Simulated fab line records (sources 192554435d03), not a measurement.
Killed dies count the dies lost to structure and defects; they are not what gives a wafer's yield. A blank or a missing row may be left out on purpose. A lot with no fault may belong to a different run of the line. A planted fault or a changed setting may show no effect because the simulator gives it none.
fab line records	flow n5Finfet
record lots=24	wafers=72	lastDay=17
route steps=1938 shown BEOL_M8@1399 BEOL_M9@1402
lots that met no fault: taken from a fault-free run of the same line
startH: the number of hours between the record's first day and the start of the first shown wafer of the lot	waitH: hours from the lot's prior step to this one	" the same as in the row above	L1.1+2: one row covering several wafers at once	- no value, or no start was given	* or withheld: withheld	< > ~ a bound
route shown NAME@n: names a module that has steps shown in the file, with the first one's number in the route	usual: mean/standard deviation of fault-free wafers	same: alike in all rows	chamber/n: place in a boat	sites: the reading at each site	_std_site: how widely they spread, as a standard deviation	_edge_site: the outer-site mean with the inner-site mean subtracted	radiusMm: for every site, how far away it sits from the centre of the wafer	mask NAME#n: copy n	behind: the tool/chamber that last shaped the wafer	hold: what put the lot on hold/how long, in hours/how the hold closed	device: the transistor (n, p or np) that didn't switch	end of line: the tests these same wafers got at the end of their route	a step given without rows: its recipe and nothing more	killed: the dies lost at the first sort to structure and to defects; this is not the yield of the wafer	map: per-die view of a wafer (x killed, . not killed, _ where there is no die)
set.NAME: the setting as run; set.NAME@STEP: as run at that earlier step	model.NAME: the simulator's own value behind a step, which no gauge read
route steps across a sampled set of lots; one table per step, one row per wafer
services: when a tool's chamber went out of use (startH, in hours from the record's first day, below 0 if earlier), for how many hours, and the reason
## steps
# step N5_BEOL_M8_RS_MEAS_57
# recipe thkMeasGauge=four-point-probe	reads=Cu_of_BEOL_M8_ECD_50+Co_of_BEOL_M8_CVD_78+TaN_of_BEOL_M8_ALD_77
# usual M8_RS=0.280/0.0078
lot.wafer	tool	chamber	startH	waitH	M8_RS[ohm/sq]
L074.2	filmMetro-02	-	212.16	0.1	0.281
L074.4	"	-	"	"	0.272
L074.5	"	-	"	"	0.282
L075.1	filmMetro-01	-	213.10	0.1	0.284
L075.3	"	-	"	"	0.268
L075.6	"	-	"	"	0.271
L077.2	filmMetro-02	-	221.40	0.1	0.273
L077.3	"	-	"	"	0.277
L077.6	"	-	"	"	0.281
L078.2	filmMetro-02	-	224.78	0.1	0.257
L078.3	"	-	"	"	0.269
L078.5	"	-	"	"	0.281
L079.1	filmMetro-01	-	226.54	0.1	0.288
L079.4	"	-	"	"	0.299
L079.6	"	-	"	"	0.296
L076.1	filmMetro-01	-	232.37	0.1	0.275
L076.2	"	-	"	"	0.284
L076.3	"	-	"	"	0.273
L081.2	filmMetro-02	-	237.12	0.1	0.275
L081.3	"	-	"	"	0.274
L081.4	"	-	"	"	0.278
L080.2	filmMetro-01	-	240.72	0.1	0.281
L080.3	"	-	"	"	0.286
L080.6	"	-	"	"	0.289
L082.1	filmMetro-02	-	251.24	0.1	0.270
L082.2	"	-	"	"	0.282
L082.4	"	-	"	"	0.271
L083.1	filmMetro-02	-	256.11	0.1	0.277
L083.3	"	-	"	"	0.281
L083.6	"	-	"	"	0.274
L084.1	filmMetro-01	-	263.76	0.1	0.275
L084.5	"	-	"	"	0.279
L084.6	"	-	"	"	0.277
L085.4	filmMetro-02	-	272.18	0.0	0.295
L085.5	"	-	"	"	0.290
L085.6	"	-	"	"	0.293
L087.2	filmMetro-01	-	276.55	0.1	0.278
L087.5	"	-	"	"	0.276
L087.6	"	-	"	"	0.276
L088.1	filmMetro-02	-	284.73	0.1	0.280
L088.2	"	-	"	"	0.288
L088.6	"	-	"	"	0.280
L086.1	filmMetro-01	-	286.82	0.1	0.272
L086.3	"	-	"	"	0.272
L086.4	"	-	"	"	0.275
L089.1	filmMetro-01	-	290.64	0.1	0.286
L089.3	"	-	"	"	0.273
L089.5	"	-	"	"	0.277
L090.3	filmMetro-02	-	299.31	0.1	0.283
L090.4	"	-	"	"	0.289
L090.6	"	-	"	"	0.279
L091.1	filmMetro-02	-	300.52	0.1	0.288
L091.3	"	-	"	"	0.289
L091.5	"	-	"	"	0.292
L093.1	filmMetro-02	-	314.70	0.1	0.290
L093.3	"	-	"	"	0.275
L093.4	"	-	"	"	0.279
L092.1	filmMetro-02	-	318.80	0.1	0.270
L092.2	"	-	"	"	0.280
L092.6	"	-	"	"	0.280
L094.1	filmMetro-01	-	328.47	0.1	0.285
L094.5	"	-	"	"	0.289
L094.6	"	-	"	"	0.291
L095.2	filmMetro-02	-	330.51	0.1	0.284
L095.3	"	-	"	"	0.290
L095.5	"	-	"	"	0.292
L096.1	filmMetro-01	-	331.96	0.1	0.283
L096.2	"	-	"	"	0.280
L096.5	"	-	"	"	0.284
L097.2	filmMetro-02	-	337.74	0.1	0.290
L097.3	"	-	"	"	0.280
L097.6	"	-	"	"	0.283
# step N5_BEOL_M8_INSPECT_58
# recipe inspectInstrument=darkfield	mode=postDep
# usual rawDefectCount=75/27
lot.wafer	tool	chamber	startH	waitH	rawDefectCount
L074.2	defectInspect-01	-	212.19	0.0	47
L074.4	"	-	"	"	60
L074.5	"	-	"	"	55
L075.1	defectInspect-02	-	213.13	0.0	165
L075.3	"	-	"	"	108
L075.6	"	-	"	"	114
L077.2	defectInspect-01	-	221.43	0.0	76
L077.3	"	-	"	"	54
L077.6	"	-	"	"	84
L078.2	defectInspect-02	-	224.80	0.0	77
L078.3	"	-	"	"	41
L078.5	"	-	"	"	93
L079.1	defectInspect-01	-	226.57	0.0	79
L079.4	"	-	"	"	89
L079.6	"	-	"	"	96
L076.1	defectInspect-01	-	232.40	0.0	54
L076.2	"	-	"	"	56
L076.3	"	-	"	"	42
L081.2	defectInspect-02	-	237.15	0.0	97
L081.3	"	-	"	"	81
L081.4	"	-	"	"	101
L080.2	defectInspect-01	-	240.75	0.0	80
L080.3	"	-	"	"	63
L080.6	"	-	"	"	91
L082.1	defectInspect-01	-	251.26	0.0	71
L082.2	"	-	"	"	60
L082.4	"	-	"	"	51
L083.1	defectInspect-01	-	256.14	0.0	81
L083.3	"	-	"	"	90
L083.6	"	-	"	"	61
L084.1	defectInspect-01	-	263.79	0.0	66
L084.5	"	-	"	"	46
L084.6	"	-	"	"	44
L085.4	defectInspect-02	-	272.20	0.0	90
L085.5	"	-	"	"	105
L085.6	"	-	"	"	76
L087.2	defectInspect-02	-	276.58	0.0	72
L087.5	"	-	"	"	63
L087.6	"	-	"	"	65
L088.1	defectInspect-01	-	284.76	0.0	64
L088.2	"	-	"	"	55
L088.6	"	-	"	"	71
L086.1	defectInspect-02	-	286.84	0.0	103
L086.3	"	-	"	"	83
L086.4	"	-	"	"	88
L089.1	defectInspect-01	-	290.66	0.0	69
L089.3	"	-	"	"	58
L089.5	"	-	"	"	55
L090.3	defectInspect-01	-	299.34	0.0	35
L090.4	"	-	"	"	58
L090.6	"	-	"	"	49
L091.1	defectInspect-01	-	300.54	0.0	60
L091.3	"	-	"	"	67
L091.5	"	-	"	"	33
L093.1	defectInspect-02	-	314.73	0.0	72
L093.3	"	-	"	"	49
L093.4	"	-	"	"	85
L092.1	defectInspect-02	-	318.83	0.0	101
L092.2	"	-	"	"	87
L092.6	"	-	"	"	96
L094.1	defectInspect-02	-	328.50	0.0	114
L094.5	"	-	"	"	160
L094.6	"	-	"	"	99
L095.2	defectInspect-02	-	330.54	0.0	70
L095.3	"	-	"	"	70
L095.5	"	-	"	"	102
L096.1	defectInspect-01	-	331.98	0.0	103
L096.2	"	-	"	"	65
L096.5	"	-	"	"	73
L097.2	defectInspect-02	-	337.76	0.0	87
L097.3	"	-	"	"	52
L097.6	"	-	"	"	63
# step N5_BEOL_M9_CURE_71
# recipe tempC=385	timeS=240	ambient=He/Ar	material=SiCOH_lowk
# usual lampPowerPct=52.31/0.054	wafer_temp_C_max=386.9/0.67
lot.wafer	tool	chamber	startH	waitH	lampPowerPct	wafer_temp_C_max
L074.2	uvCure-03	2	212.38	0.1	52.42	388.3
L074.4	"	2	"	"	52.22	387.9
L074.5	"	2	"	"	52.28	387.0
L075.1	uvCure-01	0	213.27	0.1	52.39	386.4
L075.3	"	0	"	"	52.26	387.3
L075.6	"	0	"	"	52.32	387.1
L077.2	uvCure-03	0	222.21	0.7	52.33	385.6
L077.3	"	0	"	"	52.32	386.2
L077.6	"	0	"	"	52.36	386.1
L078.2	uvCure-02	2	225.11	0.2	52.16	387.0
L078.3	"	2	"	"	52.26	388.1
L078.5	"	2	"	"	52.35	387.4
L079.1	uvCure-03	0	226.97	0.3	52.34	386.1
L079.4	"	0	"	"	52.28	386.1
L079.6	"	0	"	"	52.33	386.2
L076.1	uvCure-02	2	233.46	1.0	52.28	387.9
L076.2	"	2	"	"	52.39	388.1
L076.3	"	2	"	"	52.34	387.2
L081.2	uvCure-02	1	237.34	0.1	52.32	386.6
L081.3	"	1	"	"	52.39	386.2
L081.4	"	1	"	"	52.29	386.5
L080.2	uvCure-03	0	240.94	0.1	52.30	386.2
L080.3	"	0	"	"	52.28	386.2
L080.6	"	0	"	"	52.32	385.7
L082.1	uvCure-02	2	251.38	0.0	52.33	387.2
L082.2	"	2	"	"	52.31	387.4
L082.4	"	2	"	"	52.28	387.6
L083.1	uvCure-01	0	256.26	0.1	52.31	386.7
L083.3	"	0	"	"	52.35	387.6
L083.6	"	0	"	"	52.29	387.2
L084.1	uvCure-02	0	263.90	0.0	52.18	386.9
L084.5	"	0	"	"	52.34	386.6
L084.6	"	0	"	"	52.33	386.9
L085.4	uvCure-02	1	272.56	0.3	52.38	387.0
L085.5	"	1	"	"	52.33	386.8
L085.6	"	1	"	"	52.28	386.7
L087.2	uvCure-01	1	276.85	0.2	52.39	385.9
L087.5	"	1	"	"	52.29	386.0
L087.6	"	1	"	"	52.30	386.2
L088.1	uvCure-03	2	284.88	0.0	52.34	387.8
L088.2	"	2	"	"	52.26	386.8
L088.6	"	2	"	"	52.35	387.3
L086.1	uvCure-03	0	286.96	0.0	52.35	386.2
L086.3	"	0	"	"	52.33	385.9
L086.4	"	0	"	"	52.26	386.2
L089.1	uvCure-01	2	290.78	0.0	52.27	386.4
L089.3	"	2	"	"	52.25	386.7
L089.5	"	2	"	"	52.25	386.4
L090.3	uvCure-02	1	299.96	0.6	52.31	386.8
L090.4	"	1	"	"	52.29	387.2
L090.6	"	1	"	"	52.32	386.6
L091.1	uvCure-02	1	300.66	0.0	52.32	387.0
L091.3	"	1	"	"	52.32	386.5
L091.5	"	1	"	"	52.29	386.5
L093.1	uvCure-03	1	314.84	0.0	52.31	387.5
L093.3	"	1	"	"	52.26	386.8
L093.4	"	1	"	"	52.30	387.4
L092.1	uvCure-02	2	319.18	0.3	52.30	387.9
L092.2	"	2	"	"	52.36	387.4
L092.6	"	2	"	"	52.29	386.8
L094.1	uvCure-02	1	328.61	0.0	52.36	387.0
L094.5	"	1	"	"	52.28	386.6
L094.6	"	1	"	"	52.32	386.1
L095.2	uvCure-03	0	330.73	0.1	52.36	386.5
L095.3	"	0	"	"	52.30	386.5
L095.5	"	0	"	"	52.31	386.1
L096.1	uvCure-02	2	332.10	0.0	52.23	387.9
L096.2	"	2	"	"	52.34	387.9
L096.5	"	2	"	"	52.22	387.3
L097.2	uvCure-02	0	337.96	0.1	52.26	386.7
L097.3	"	0	"	"	52.37	386.8
L097.6	"	0	"	"	52.35	387.6
# step N5_BEOL_M9_CD_MEAS_11
# recipe targetCdNm=64.1	landingEnergyEv=500	detector=seInlens	polarity=opening
# usual cdNm=63.8/0.63
lot.wafer	tool	chamber	startH	waitH	cdNm
L074.2	cdSem-02	0	215.34	-	63.4
L074.4	"	0	"	"	64.7
L074.5	"	0	"	"	62.6
L075.1	cdSem-01	0	215.51	-	63.8
L075.3	"	0	"	"	64.2
L075.6	"	0	"	"	63.7
L077.2	cdSem-01	0	224.59	-	63.2
L077.3	"	0	"	"	64.0
L077.6	"	0	"	"	63.4
L078.2	cdSem-01	0	226.83	-	62.7
L078.3	"	0	"	"	63.3
L078.5	"	0	"	"	64.9
L079.1	cdSem-03	0	229.34	-	64.8
L079.4	"	0	"	"	63.1
L079.6	"	0	"	"	63.4
L076.1	cdSem-03	0	235.44	-	63.4
L076.2	"	0	"	"	63.5
L076.3	"	0	"	"	63.7
L081.2	cdSem-03	0	239.09	-	63.5
L081.3	"	0	"	"	62.6
L081.4	"	0	"	"	63.7
L080.2	cdSem-01	0	242.34	-	64.2
L080.3	"	0	"	"	63.9
L080.6	"	0	"	"	64.9
L082.1	cdSem-02	0	253.44	-	63.7
L082.2	"	0	"	"	63.6
L082.4	"	0	"	"	62.5
L083.1	cdSem-02	0	257.87	-	63.5
L083.3	"	0	"	"	64.1
L083.6	"	0	"	"	62.8
L084.1	cdSem-02	0	267.17	-	62.2
L084.5	"	0	"	"	63.1
L084.6	"	0	"	"	62.8
L085.4	cdSem-03	0	276.20	-	63.4
L085.5	"	0	"	"	62.5
L085.6	"	0	"	"	63.9
L087.2	cdSem-02	0	278.46	-	64.4
L087.5	"	0	"	"	63.6
L087.6	"	0	"	"	64.2
L088.1	cdSem-02	0	286.98	-	64.6
L088.2	"	0	"	"	64.0
L088.6	"	0	"	"	64.0
L086.1	cdSem-03	0	288.94	-	64.7
L086.3	"	0	"	"	64.3
L086.4	"	0	"	"	64.5
L089.1	cdSem-02	0	294.54	-	63.9
L089.3	"	0	"	"	63.3
L089.5	"	0	"	"	63.8
L090.3	cdSem-01	0	304.91	-	65.4
L090.4	"	0	"	"	64.8
L090.6	"	0	"	"	65.2
L091.1	cdSem-02	0	305.11	-	63.6
L091.3	"	0	"	"	64.4
L091.5	"	0	"	"	63.9
L093.1	cdSem-01	0	317.01	-	63.5
L093.3	"	0	"	"	63.7
L093.4	"	0	"	"	63.9
L092.1	cdSem-03	0	323.58	-	64.6
L092.2	"	0	"	"	63.8
L092.6	"	0	"	"	64.9
L094.1	cdSem-03	0	331.51	-	64.1
L094.5	"	0	"	"	65.0
L094.6	"	0	"	"	64.4
L095.2	cdSem-01	0	331.87	-	64.1
L095.3	"	0	"	"	63.7
L095.5	"	0	"	"	63.8
L096.1	cdSem-01	0	334.60	-	63.7
L096.2	"	0	"	"	64.3
L096.5	"	0	"	"	64.6
L097.2	cdSem-03	0	340.45	-	63.5
L097.3	"	0	"	"	63.8
L097.6	"	0	"	"	62.7
# step N5_BEOL_M9_STRIP_67
# recipe chemistry=CF4	resist=SiARC	powerW=300	biasPowerW=75	pressureMtorr=50	cf4FlowSccm=150	rfFrequencyHz=6e+07
# usual drypumpMotorCurrentA=5.8/0.4	oesProductAu=0.79/0.055	rfVppV=271.3/1.6	showerheadPlenumPTorr=1.80/0.069	throttleValvePct=13.57/0.24
lot.wafer	tool	chamber	startH	waitH	drypumpMotorCurrentA	oesProductAu	rfHoursCounterH	rfVppV	showerheadPlenumPTorr	throttleValvePct
L074.2	rieDiel-04	0	215.76	0.0	5.7	0.91	22	270.7	1.75	13.20
L074.4	"	2	"	"	5.4	0.82	103	269.5	1.73	13.64
L074.5	"	3	"	"	6.0	0.89	-	270.9	1.83	13.55
L075.1	rieDiel-02	1	215.92	0.0	5.6	0.87	56	273.9	1.90	13.25
L075.3	"	0	"	"	5.1	0.74	167	271.7	1.87	13.83
L075.6	"	2	"	"	6.5	0.79	-	270.0	1.73	13.83
L077.2	rieDiel-02	0	225.07	0.0	5.1	0.74	170	273.4	1.86	13.83
L077.3	"	3	"	"	5.8	0.82	86	273.2	1.90	13.23
L077.6	"	2	"	"	6.5	0.77	-	269.0	1.73	13.83
L078.2	rieDiel-06	2	227.14	0.0	6.0	0.82	95	273.6	1.88	13.39
L078.3	"	0	"	"	5.6	0.73	212	268.1	1.71	13.75
L078.5	"	3	"	"	5.6	0.76	-	272.5	1.84	13.54
L079.1	rieDiel-02	0	229.86	0.0	5.1	0.74	171	273.5	1.86	13.84
L079.4	"	1	"	"	5.6	0.86	60	273.1	1.90	13.27
L079.6	"	2	"	"	6.5	0.79	-	270.2	1.73	13.85
L076.1	rieDiel-02	1	235.76	0.0	5.6	0.86	62	274.5	1.89	13.26
L076.2	"	2	"	"	6.5	0.78	99	269.3	1.73	13.85
L076.3	"	0	"	"	5.1	0.73	173	272.3	1.86	13.84
L081.2	rieDiel-04	0	239.52	0.0	5.6	0.90	30	269.7	1.75	13.22
L081.3	"	3	"	"	6.0	0.87	41	272.7	1.83	13.59
L081.4	"	1	"	"	5.5	0.70	227	269.9	1.79	13.79
L080.2	rieDiel-02	1	242.66	0.0	5.6	0.86	64	271.9	1.89	13.27
L080.3	"	2	"	"	6.5	0.78	101	269.7	1.73	13.87
L080.6	"	1	"	"	5.6	0.85	-	272.3	1.89	13.26
L082.1	rieDiel-06	1	253.76	0.0	6.2	0.84	71	269.3	1.74	13.29
L082.2	"	3	"	"	5.6	0.74	184	273.1	1.84	13.56
L082.4	"	2	"	"	6.0	0.82	102	273.9	1.88	13.41
L083.1	rieDiel-04	0	258.19	0.0	5.6	0.88	36	269.9	1.75	13.24
L083.3	"	3	"	"	6.0	0.85	47	271.8	1.82	13.61
L083.6	"	1	"	"	5.6	0.70	-	270.7	1.78	13.80
L084.1	rieDiel-02	1	267.49	0.0	5.6	0.86	74	272.2	1.89	13.29
L084.5	"	1	"	"	5.6	0.85	-	272.1	1.89	13.29
L084.6	"	0	"	"	5.1	0.73	-	272.7	1.86	13.86
L085.4	rieDiel-06	1	277.13	0.0	6.2	0.83	-	271.0	1.74	13.30
L085.5	"	3	"	"	5.6	0.74	-	271.3	1.84	13.57
L085.6	"	2	"	"	6.0	0.80	-	273.1	1.88	13.42
L087.2	rieDiel-04	3	278.77	0.0	6.0	0.85	53	271.6	1.82	13.61
L087.5	"	2	"	"	5.3	0.79	-	269.8	1.73	13.69
L087.6	"	3	"	"	6.0	0.86	-	272.3	1.82	13.62
L088.1	rieDiel-04	0	287.30	0.0	5.7	0.87	46	268.8	1.75	13.26
L088.2	"	1	"	"	5.5	0.69	241	271.9	1.78	13.84
L088.6	"	3	"	"	6.0	0.84	-	271.0	1.82	13.61
L086.1	rieDiel-02	0	289.32	0.0	5.1	0.71	192	271.7	1.86	13.86
L086.3	"	1	"	"	5.7	0.84	81	274.3	1.89	13.32
L086.4	"	2	"	"	6.5	0.77	118	271.1	1.73	13.88
L089.1	rieDiel-06	0	294.86	0.0	5.6	0.71	229	269.6	1.70	13.79
L089.3	"	2	"	"	6.0	0.80	117	273.0	1.88	13.43
L089.5	"	2	"	"	6.0	0.80	-	272.7	1.88	13.43
L090.3	rieDiel-04	2	305.23	0.0	5.3	0.79	129	269.4	1.73	13.68
L090.4	"	3	"	"	6.0	0.84	62	271.6	1.82	13.62
L090.6	"	2	"	"	5.4	0.79	-	269.2	1.73	13.71
L091.1	rieDiel-02	0	305.57	0.0	5.1	0.72	198	272.0	1.86	13.90
L091.3	"	3	"	"	5.9	0.80	102	273.1	1.90	13.25
L091.5	"	0	"	"	5.1	0.71	-	272.8	1.86	13.90
L093.1	rieDiel-06	2	317.33	0.0	6.0	0.79	124	272.1	1.87	13.44
L093.3	"	0	"	"	5.7	0.71	235	269.5	1.70	13.81
L093.4	"	1	"	"	6.2	0.81	91	269.9	1.74	13.32
L092.1	rieDiel-02	3	323.90	0.0	5.9	0.79	109	272.4	1.90	13.28
L092.2	"	1	"	"	5.6	0.83	93	272.8	1.89	13.35
L092.6	"	1	"	"	5.6	0.83	-	271.8	1.89	13.34
L094.1	rieDiel-06	3	331.91	0.0	5.6	0.72	210	272.6	1.83	13.62
L094.5	"	3	"	"	5.6	0.72	-	272.9	1.83	13.61
L094.6	"	0	"	"	5.6	0.70	-	268.5	1.70	13.80
L095.2	rieDiel-02	0	332.23	0.0	5.1	0.71	206	271.6	1.86	13.90
L095.3	"	1	"	"	5.6	0.83	96	272.4	1.88	13.35
L095.5	"	2	"	"	6.5	0.76	-	269.6	1.72	13.92
L096.1	rieDiel-04	2	335.90	0.0	5.3	0.78	141	270.1	1.72	13.75
L096.2	"	0	"	"	5.7	0.84	63	270.5	1.74	13.30
L096.5	"	2	"	"	5.4	0.77	-	270.9	1.72	13.74
L097.2	rieDiel-06	2	340.77	0.0	6.0	0.78	132	272.4	1.87	13.48
L097.3	"	1	"	"	6.2	0.80	99	269.1	1.74	13.34
L097.6	"	2	"	"	6.0	0.78	-	273.0	1.87	13.47
# step N5_BEOL_M9_SPUTTER_48
# recipe material=Cu	targetThkA=120	tempC=-20	biasV=60	powerW=26000	chamberPressurePa=0.13	timeS=2
# usual throttleValvePct=30.1/1.4
lot.wafer	tool	chamber	startH	waitH	throttleValvePct
L075.1	pvdSputter-03	-	219.51	0.1	29.2
L075.3	"	-	"	"	31.7
L075.6	"	-	"	"	29.1
L074.2	pvdSputter-03	-	220.63	0.1	31.9
L074.4	"	-	"	"	31.2
L074.5	"	-	"	"	29.7
L077.2	pvdSputter-02	-	229.58	0.2	31.7
L077.3	"	-	"	"	31.7
L077.6	"	-	"	"	27.8
L078.2	pvdSputter-02	-	230.13	0.1	27.7
L078.3	"	-	"	"	30.5
L078.5	"	-	"	"	27.4
L079.1	pvdSputter-01	-	234.02	0.1	29.9
L079.4	"	-	"	"	30.8
L079.6	"	-	"	"	30.7
L076.1	pvdSputter-02	-	239.24	0.1	32.4
L076.2	"	-	"	"	31.4
L076.3	"	-	"	"	30.2
L081.2	pvdSputter-03	-	242.75	0.1	29.6
L081.3	"	-	"	"	29.2
L081.4	"	-	"	"	31.7
L080.2	pvdSputter-02	-	247.14	0.3	27.7
L080.3	"	-	"	"	31.1
L080.6	"	-	"	"	27.5
L082.1	pvdSputter-01	-	256.98	0.1	28.2
L082.2	"	-	"	"	28.6
L082.4	"	-	"	"	30.7
L083.1	pvdSputter-01	-	261.82	0.1	30.8
L083.3	"	-	"	"	28.6
L083.6	"	-	"	"	28.6
L084.1	pvdSputter-01	-	271.32	0.1	30.8
L084.5	"	-	"	"	30.1
L084.6	"	-	"	"	28.4
L085.4	pvdSputter-02	-	281.23	0.2	28.0
L085.5	"	-	"	"	32.3
L085.6	"	-	"	"	31.7
L087.2	pvdSputter-01	-	282.59	0.2	30.0
L087.5	"	-	"	"	30.1
L087.6	"	-	"	"	28.6
L088.1	pvdSputter-03	-	290.04	0.1	28.9
L088.2	"	-	"	"	31.8
L088.6	"	-	"	"	32.1
L086.1	pvdSputter-01	-	294.91	0.1	28.4
L086.3	"	-	"	"	29.9
L086.4	"	-	"	"	30.9
L089.1	pvdSputter-03	-	298.94	0.3	31.7
L089.3	"	-	"	"	29.1
L089.5	"	-	"	"	29.1
L091.1	pvdSputter-02	-	310.18	0.1	32.0
L091.3	"	-	"	"	27.6
L091.5	"	-	"	"	31.5
L090.3	pvdSputter-02	-	310.88	0.1	31.6
L090.4	"	-	"	"	29.9
L090.6	"	-	"	"	30.3
L093.1	pvdSputter-01	-	319.94	0.1	28.3
L093.3	"	-	"	"	29.9
L093.4	"	-	"	"	28.0
L092.1	pvdSputter-03	-	326.98	0.7	31.5
L092.2	"	-	"	"	32.0
L092.6	"	-	"	"	29.1
L094.1	pvdSputter-03	-	335.25	0.1	31.8
L094.5	"	-	"	"	28.9
L094.6	"	-	"	"	31.8
L095.2	pvdSputter-03	-	335.49	0.2	31.6
L095.3	"	-	"	"	28.9
L095.5	"	-	"	"	28.9
L096.1	pvdSputter-01	-	340.06	0.1	30.6
L096.2	"	-	"	"	28.6
L096.5	"	-	"	"	28.5
L097.2	pvdSputter-01	-	346.16	0.3	28.5
L097.3	"	-	"	"	28.6
L097.6	"	-	"	"	30.1
## services
tool	chamber	startH	hours	kind
uvCure-01	-	215.37	28.1	pm
rieDiel-02	3	240.22	32.8	repair
rieDiel-04	1	279.44	3.4	repair
uvCure-02	-	289.28	1.5	repair
rieDiel-04	2	293.66	8.2	repair
uvCure-03	-	294.98	7.5	pm
uvCure-02	-	303.77	1.3	repair
uvCure-01	-	308.01	1.1	repair
rieDiel-06	1	311.17	5.3	repair
rieDiel-04	1	317.63	-	clean
rieDiel-04	1	317.63	-	consumableReplace:focusRing
rieDiel-04	1	317.63	25.8	scheduledDown
rieDiel-04	1	317.63	25.8	ventCycle
uvCure-02	-	335.57	0.5	repair
uvCure-02	-	341.70	1.4	repair
## key
fault none
